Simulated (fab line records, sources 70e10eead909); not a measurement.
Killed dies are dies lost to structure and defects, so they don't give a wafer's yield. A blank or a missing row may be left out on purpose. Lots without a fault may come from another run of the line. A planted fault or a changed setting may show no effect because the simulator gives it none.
Chamber matching | flow nand_harc | NHARC_A_STAIRCASE_DESCUM_168 on rie_diel-06: 4 sister chambers
The step chemistry O2, time 3 s. 4 wafers are shown with their chamber, then 8 later ones without.

WAFERS WITH THEIR CHAMBER
wafer  | chamber | showerhead_plenum_p_Torr (Torr)
L093.6 | 3       | 1.97
L092.5 | 0       | 1.78
L092.6 | 1       | 1.80
L094.1 | 2       | 1.80

WAFERS WITHOUT THEIR CHAMBER
wafer  | showerhead_plenum_p_Torr (Torr)
L094.3 | 1.97
L094.6 | 1.80
L095.1 | 1.77
L095.3 | 1.79
L095.5 | 1.97
L096.2 | 1.77
L096.4 | 1.79
L096.5 | 1.77

WHICH CHAMBER EACH WENT THROUGH
wafer  | from the rows above          | in truth
L094.3 | 3                            | 3
L094.6 | can't be placed: 1 or 2      | 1
L095.1 | 0                            | 0
L095.3 | can't be placed: 0 or 1 or 2 | 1
L095.5 | 3                            | 3
L096.2 | 0                            | 0
L096.4 | can't be placed: 0 or 1 or 2 | 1
L096.5 | 0                            | 0
Placed correctly: 5 of 8. Can't be placed from these rows: 3 (the true chamber is among the candidates in 3). Placed wrongly: 0.
How it was worked out, from the rows above alone: a wafer's distance from a chamber is the root of the sum, over the readings, of the square of ((its reading less the chamber's mean) divided by the reading's scatter). The wafer belongs to the nearest chamber; if the next one is less than 2 further off, it can't be placed. A chamber's mean is the mean of its shown wafers. The scatter: with one shown wafer a chamber, the root of the mean of the squares of how far each hidden wafer lies from its nearest shown one.
